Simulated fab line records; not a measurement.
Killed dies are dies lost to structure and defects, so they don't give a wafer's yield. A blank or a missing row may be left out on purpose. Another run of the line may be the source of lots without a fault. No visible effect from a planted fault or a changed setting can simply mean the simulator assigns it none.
One fault seen from 3 desks / flow n5 finfet / each desk has only its own numbers; what lay behind them comes last
Where a reading is given only as a bound, like >300, the bound stands for it, and a mean or a difference that rests on one is marked > or <: the true number lies beyond.

== THE DEFECT DESK ==
Counts from the inspections along the route, per lot, as means over the sampled wafers that have a number. Marked OUT: a lot whose mean sits more than 4 standard deviations from the usual mean, which makes it out of limits; the brackets give that distance.
Columns: A = raw defect count at N5_SD_EPI_N_INSPECT_26, usual 203; B = raw defect count at N5_SD_EPI_P_INSPECT_11, usual 2.0
lot=L584; first seen here=day 5 08:22; A=224; B=2.7
lot=L585; first seen here=day 5 15:11; A=232; B=2.7
lot=L588; first seen here=day 6 11:21; A=193; B=2.3
lot=L590; first seen here=day 6 17:28; A=187; B=2.3
lot=L591; first seen here=day 7 00:40; A=1112 (+20) OUT; B=>300 (+99 or more) OUT
lot=L592; first seen here=day 7 04:14; A=1122 (+20) OUT; B=>300 (+99 or more) OUT
lot=L593; first seen here=day 7 11:48; A=1089 (+20) OUT; B=>300 (+99 or more) OUT
lot=L599; first seen here=day 8 22:47; A=252; B=1.7
This desk's finding: out of limits on L591, L592, L593; first on L591, day 7 00:40 (raw defect count at N5_SD_EPI_N_INSPECT_26). L584, L585, L588, L590, L599 stayed within limits.

== AT THE METROLOGY DESK ==
What the gauges read, lot by lot, whatever tool the lot ran on: means of the sampled wafers that have a number. Marked OUT: a lot whose mean sits more than 4 standard deviations from the usual mean, which makes it out of limits; the brackets give that distance. 7 of its 10 readings are shown, namely those furthest out on some lot.
Columns: A = DIBL_P at N5_BEOL_M4_RC_MEAS_101, usual 36.2 mV/V; B = IOFF_N at N5_BEOL_M4_RC_MEAS_101, usual 0.16 nA/um; C = IOFF_P at N5_BEOL_M4_RC_MEAS_101, usual 0.21 nA/um; D = ION_P at N5_BEOL_M4_RC_MEAS_101, usual 462 uA/um; E = SS_N at N5_BEOL_M4_RC_MEAS_101, usual 71.4 mV/dec; F = VT_N at N5_BEOL_M4_RC_MEAS_101, usual 250 mV; G = VT_P at N5_BEOL_M4_RC_MEAS_101, usual -251 mV
lot=L584; first seen here=day 10 02:51; A=35.8; B=0.15; C=0.23; D=465; E=71.0; F=252; G=-248
lot=L585; first seen here=day 10 17:28; A=38.4; B=0.18; C=0.24; D=466; E=72.2; F=248; G=-247
lot=L588; first seen here=day 11 04:16; A=36.7; B=0.15; C=0.19; D=460; E=71.1; F=251; G=-253
lot=L590; first seen here=day 11 04:55; A=36.8; B=0.14; C=0.22; D=462; E=71.4; F=251; G=-248
lot=L591; first seen here=day 11 10:55; A=36.0; B=0.16; C=0.22; D=464; E=71.5; F=251; G=-250
lot=L592; first seen here=day 11 13:39; A=32.5; B=0.11; C=0.15; D=446; E=70.7; F=256; G=-255
lot=L593; first seen here=day 12 13:05; A=36.0; B=0.16; C=0.22; D=465; E=71.7; F=250; G=-249
lot=L599; first seen here=day 13 17:47; A=35.8; B=0.14; C=0.16; D=452; E=71.0; F=253; G=-258
This desk's finding: nothing out of limits on any of the 8 lots.

== FOR THE TOOL OWNER'S DESK: remote plasma-01 ==
The tool's own readings at N5_SD_EPI_N_PRECLEAN_49 (cleans in NF3:NH3, afs cycles 1, time 20 s, sublimation time 60 s): means of the sampled wafers that have a number, for each lot that ran on this tool. Marked OUT: a lot whose mean sits more than 4 standard deviations from the usual mean, which makes it out of limits; the brackets give that distance.
Columns: A = sublimation temp c at N5_SD_EPI_N_PRECLEAN_49, usual 179.99 C
lot=L584; first seen here=day 5 07:55; A=179.91
lot=L588; first seen here=day 6 10:45; A=180.01
lot=L591; first seen here=day 7 00:02; A=179.92
lot=L592; first seen here=day 7 03:47; A=180.00
lot=L593; first seen here=day 7 11:05; A=180.01
This desk's finding: nothing out of limits on any of the 5 lots.

== ALL TOGETHER ==
The defect desk could have raised an alarm at day 7 00:40, on L591, L592, L593.
At the metrology desk, nothing out of limits was observed.
The tool owner's desk saw nothing out of limits.
The metrology desk holds a record of L591, L592, L593, inside its limits.
Tool owner's desk: L591, L592, L593 on record, inside its limits.
All the named lots went through N5_SD_EPI_N_PRECLEAN_49 on remote plasma-01.

== WHAT THE SIMULATOR HAD PUT IN ==
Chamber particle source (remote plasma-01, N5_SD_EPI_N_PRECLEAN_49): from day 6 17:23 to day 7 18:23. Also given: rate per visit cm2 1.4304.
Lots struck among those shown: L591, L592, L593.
Hours from the fault's start to each desk's first reading out of limits: the defect desk, 7.
